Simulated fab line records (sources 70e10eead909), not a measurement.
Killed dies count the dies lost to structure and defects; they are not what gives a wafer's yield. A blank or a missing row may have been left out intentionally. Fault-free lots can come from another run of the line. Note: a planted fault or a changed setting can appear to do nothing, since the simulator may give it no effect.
Chamber matching :: flow nand_harc :: 4 sister chambers for NHARC_P_ZERO_WELL_ETCH_65 on rie_diel-04
The step etches the open film in N2/H2, target depth 80 nm, overetch 24 nm, time 87.88 s. 8 wafers are shown with their chamber, then 11 later ones without.

## WAFERS WITH THEIR CHAMBER
wafer: L080.5
chamber: 3
showerhead_plenum_p_Torr (Torr): 1.93
drypump_motor_current_A (A): 5.38

wafer: L080.4
chamber: 2
showerhead_plenum_p_Torr (Torr): 2.06
drypump_motor_current_A (A): 5.99

wafer: L082.3
chamber: 0
showerhead_plenum_p_Torr (Torr): 2.04
drypump_motor_current_A (A): 5.83

wafer: L082.5
chamber: 0
showerhead_plenum_p_Torr (Torr): 2.05
drypump_motor_current_A (A): 5.82

wafer: L082.1
chamber: 3
showerhead_plenum_p_Torr (Torr): 1.93
drypump_motor_current_A (A): 5.42

wafer: L082.2
chamber: 1
showerhead_plenum_p_Torr (Torr): 2.19
drypump_motor_current_A (A): 5.09

wafer: L082.4
chamber: 2
showerhead_plenum_p_Torr (Torr): 2.06
drypump_motor_current_A (A): 5.97

wafer: L083.1
chamber: 1
showerhead_plenum_p_Torr (Torr): 2.19
drypump_motor_current_A (A): 5.12

## WAFERS WITH NO CHAMBER GIVEN
wafer: L083.4
showerhead_plenum_p_Torr (Torr): 2.05
drypump_motor_current_A (A): 5.81

wafer: L083.5
showerhead_plenum_p_Torr (Torr): 2.05
drypump_motor_current_A (A): 5.81

wafer: L089.4
showerhead_plenum_p_Torr (Torr): 2.04
drypump_motor_current_A (A): 5.79

wafer: L089.5
showerhead_plenum_p_Torr (Torr): 2.06
drypump_motor_current_A (A): 6.00

wafer: L089.6
showerhead_plenum_p_Torr (Torr): 1.93
drypump_motor_current_A (A): 5.39

wafer: L094.1
showerhead_plenum_p_Torr (Torr): 2.19
drypump_motor_current_A (A): 5.12

wafer: L094.2
showerhead_plenum_p_Torr (Torr): 1.92
drypump_motor_current_A (A): 5.38

wafer: L094.4
showerhead_plenum_p_Torr (Torr): 2.04
drypump_motor_current_A (A): 5.82

wafer: L095.2
showerhead_plenum_p_Torr (Torr): 2.19
drypump_motor_current_A (A): 5.11

wafer: L095.3
showerhead_plenum_p_Torr (Torr): 2.06
drypump_motor_current_A (A): 6.02

wafer: L095.4
showerhead_plenum_p_Torr (Torr): 1.92
drypump_motor_current_A (A): 5.38

## CHAMBER TAKEN BY EACH
wafer: L083.4
from the rows above: 0
in truth: 0

wafer: L083.5
from the rows above: 0
in truth: 0

wafer: L089.4
from the rows above: 0
in truth: 0

wafer: L089.5
from the rows above: 2
in truth: 2

wafer: L089.6
from the rows above: 3
in truth: 3

wafer: L094.1
from the rows above: 1
in truth: 1

wafer: L094.2
from the rows above: 3
in truth: 3

wafer: L094.4
from the rows above: 0
in truth: 0

wafer: L095.2
from the rows above: 1
in truth: 1

wafer: L095.3
from the rows above: 2
in truth: 2

wafer: L095.4
from the rows above: 3
in truth: 3
Correct placement for 11 of the 11. Left unplaced by these rows: 0. 0 placed wrongly.
How it was worked out, from the rows above alone: a wafer's distance from a chamber is the root of the sum, over the readings, of the square of ((its reading less the chamber's mean) divided by the reading's scatter). The wafer belongs to the nearest chamber; if the next one is less than 2 further off, it can't be placed. A chamber's mean is the mean of its shown wafers. The scatter: the root of (the sum of the squares of (reading less its chamber's mean) over the shown wafers, divided by (wafers less chambers)).
